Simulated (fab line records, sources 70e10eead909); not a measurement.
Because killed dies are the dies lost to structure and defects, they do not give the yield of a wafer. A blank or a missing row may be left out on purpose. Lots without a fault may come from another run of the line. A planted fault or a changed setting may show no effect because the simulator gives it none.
Matching of chambers | flow nand harc | cmp-01 running NHARC_A_BONDPAD_CMP_19: 4 sister chambers
The step polishes, t overpolish 30 s, cu recess touch 16 s, target thk 169.82 nm. 24 wafers are shown with their chamber, then 12 later ones without.

## WAFERS PAIRED WITH THEIR CHAMBERS
wafer  | chamber | motor current A (A) | slurry flow ml min | slurry filter dp kPa (kPa)
L076.1 | 3       | 11.6                | 150.4              | 13.52
L076.5 | 1       | 12.5                | 149.4              | 13.37
L076.6 | 2       | 13.8                | 150.2              | 13.66
L078.1 | 0       | 11.8                | 150.7              | 13.35
L078.3 | 1       | 12.1                | 150.6              | 13.60
L078.5 | 1       | 12.4                | 150.2              | 13.40
L082.1 | 1       | 12.5                | 149.4              | 13.75
L082.3 | 2       | 13.6                | 149.7              | 13.56
L082.6 | 3       | 11.4                | 150.2              | 13.50
L081.1 | 3       | 11.3                | 150.1              | 13.58
L081.4 | 0       | 12.7                | 150.9              | 13.43
L081.6 | 2       | 14.4                | 150.3              | 13.49
L083.2 | 0       | 12.9                | 150.4              | 13.41
L083.3 | 2       | 15.0                | 150.2              | 13.53
L083.4 | 3       | 11.8                | 149.8              | 13.57
L084.1 | 0       | 13.2                | 150.8              | 13.49
L084.2 | 2       | 13.9                | 149.9              | 13.31
L084.6 | 0       | 12.6                | 151.0              | 13.41
L086.4 | 1       | 12.4                | 150.7              | 13.41
L086.5 | 2       | 15.0                | 150.1              | 13.60
L086.6 | 1       | 12.1                | 150.3              | 13.40
L090.1 | 2       | 13.7                | 150.5              | 13.50
L090.4 | 1       | 12.7                | 149.4              | 13.49
L090.5 | 2       | 14.6                | 151.2              | 13.47

SIGNATURES, as means of the wafers listed above
reading              | chamber 0 | chamber 1 | chamber 2 | chamber 3 | scatter within a chamber
motor current A      | 12.640    | 12.386    | 14.250    | 11.525    | 0.439
slurry flow ml min   | 150.760   | 150.000   | 150.262   | 150.125   | 0.44
slurry filter dp kPa | 13.4180   | 13.4886   | 13.5150   | 13.5425   | 0.102
Rule: a wafer lies at a distance from a chamber equal to the root of the sum of squares, over the readings, of (its reading less the chamber's mean, divided by the reading's scatter). If the next closest chamber is less than 2 further off than the closest, the wafer can't be placed; otherwise it belongs to the closest. The scatter: take each reading less its chamber's mean, square it, sum over the shown wafers, divide by the number of wafers less the number of chambers, and take the root.

## WAFERS WITHOUT THEIR CHAMBER
wafer  | motor current A (A) | slurry flow ml min | slurry filter dp kPa (kPa)
L091.1 | 12.5                | 150.8              | 13.67
L091.3 | 12.8                | 149.8              | 13.57
L091.4 | 10.7                | 150.7              | 13.23
L092.2 | 12.5                | 149.8              | 13.29
L092.3 | 12.0                | 149.9              | 13.76
L092.4 | 15.1                | 150.2              | 13.31
L094.1 | 11.5                | 150.4              | 13.39
L094.4 | 12.4                | 150.0              | 13.58
L094.6 | 14.5                | 149.9              | 13.46
L097.1 | 12.1                | 149.7              | 13.50
L097.2 | 13.2                | 151.1              | 13.46
L097.3 | 12.5                | 150.3              | 13.46

## CHAMBER TAKEN BY EACH
wafer  | from the rows above               | in truth
L091.1 | can't be placed: 0 or 1 or 3 or 2 | 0
L091.3 | can't be placed: 1 or 0 or 3      | 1
L091.4 | can't be placed: 3 or 0 or 1      | 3
L092.2 | can't be placed: 1 or 0 or 3      | 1
L092.3 | can't be placed: 3 or 1 or 0      | 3
L092.4 | 2                                 | 2
L094.1 | can't be placed: 3 or 1 or 0      | 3
L094.4 | can't be placed: 1 or 3 or 0      | 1
L094.6 | 2                                 | 2
L097.1 | can't be placed: 1 or 3 or 0      | 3
L097.2 | can't be placed: 0 or 2 or 1      | 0
L097.3 | can't be placed: 1 or 0 or 3      | 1
Placed correctly: 2 of 12. Not placeable from these rows: 10 (in 10, the candidates include the true chamber). Wrongly placed: 0.
